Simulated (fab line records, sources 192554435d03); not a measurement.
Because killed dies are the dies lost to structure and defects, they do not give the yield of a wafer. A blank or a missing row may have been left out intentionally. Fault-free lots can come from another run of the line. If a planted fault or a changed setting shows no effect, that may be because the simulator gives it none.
Comparing a struck lot with a sound one ; flow n5 finfet ; 15 out of 1938 route steps
Sound: these wafers, L293.3, L293.5, L293.6. Struck: wafers L295.4, L295.5 (left out: L295.1, a lot-mate that was not struck); the cause follows at the end.
Each step with rows lists, per side, the tool, then ch with its chambers, then its first start. Under that, the readings that differ: sound wafers ; struck wafers ; difference of the means ; sigmas: that difference in standard deviations of wafers without a fault.
alike: readings with means less than 2 such deviations apart, plus words and numbers identical on both sides. not compared: withheld readings, readings lacking a value on some wafer, bounds such as >300 that could conceal the same value, and numbers that have no deviation in the record and whose values overlap.
A row with sigmas, a row that says differs or no value, or rows on one side alone: a step with any of these is where the two part. Numbers that don't overlap but have no deviation are shown without sigmas and don't part them. Lack of a reading on every wafer of one side parts them only where that side has two or more wafers.

first, 2 steps without rows for these wafers: N5_BEOL_M13_PRECLEAN_39 (cleans in residue remover, time 60 s); N5_BEOL_M13_SRD_40 (time 30 s, dry time 30 s).
N5_BEOL_M13_DEGAS_41: time 60 s.
  sound on pvd sputter-01, day 10 22:38; struck on pvd sputter-02, day 12 02:33
  alike: heater power w
N5_BEOL_M13_PRE_CLEAN_42: time 30 s.
  sound on pvd sputter-01, day 10 22:40; struck on pvd sputter-02, day 12 02:35
  alike: heater power w
N5_BEOL_M13_SPUTTER_43: material TaN, target thk 15 nm, time 24.19 s.
  sound on pvd sputter-01, day 10 22:43; struck on pvd sputter-02, day 12 02:38
  alike: throttle valve pct
N5_BEOL_M13_SPUTTER_44: material Ta, target thk 10 nm, time 16.13 s.
  sound on pvd sputter-01, day 10 22:47; struck on pvd sputter-02, day 12 02:43
  alike: throttle valve pct
N5_BEOL_M13_SPUTTER_45: material Cu, target thk 80 nm, time 13.33 s.
  sound on pvd sputter-01, day 10 22:52; struck on pvd sputter-02, day 12 02:47
reading;sound;struck;difference;sigmas
throttle valve pct (%);29.5 29.8 30.2;28.0 27.7;-2.0;-2
then, 3 steps without rows for these wafers: N5_BEOL_M13_ECD_47 (material Cu, target thk 936 nm); N5_BEOL_M13_ANNEAL_48 (time 90 s); N5_BEOL_M13_CMP_49 (polishes, stops on SiOC, t overpolish 17.1 s, target thk 420 nm).
N5_BEOL_M13_THK_MEAS_50: measures by xrf.
  sound on film metro-01, day 10 23:46; struck on film metro-02, day 12 04:19
  alike: M13_THK
then, 1 step without rows for these wafers: N5_BEOL_M13_PRE_CLEAN_52 (time 15 s).
N5_BEOL_M13_DEP_53: deposits SiCN from 3MS/NH3, target thk 50 nm, time 17.8 s.
  sound on pecvd-03 ch 0,2, day 10 23:49; struck on pecvd-03 ch 0,1, day 12 04:22
reading;sound;struck;difference;sigmas
model.SiCN_of_BEOL_M13_DEP_53.thk nm (nm);49.2 49.4 50;42.8 41.8;-7.2;
  alike: showerhead plenum p Torr, throttle valve pct
  not compared: since wet clean h
N5_BEOL_M13_RS_MEAS_54: a four-point-probe measurement.
  sound on film metro-01, day 10 23:53; struck on film metro-02, day 12 04:26
  alike: M13_RS
N5_PASSIVATION_PROBE_49:
  rows exist in the record for the sound wafers here (prober-01, day 12 06:37), none for the struck ones

== WHERE THEY PART ==
Earliest at N5_BEOL_M13_SPUTTER_45; latest, in this record, at N5_PASSIVATION_PROBE_49.

WHY: what the simulator had put in
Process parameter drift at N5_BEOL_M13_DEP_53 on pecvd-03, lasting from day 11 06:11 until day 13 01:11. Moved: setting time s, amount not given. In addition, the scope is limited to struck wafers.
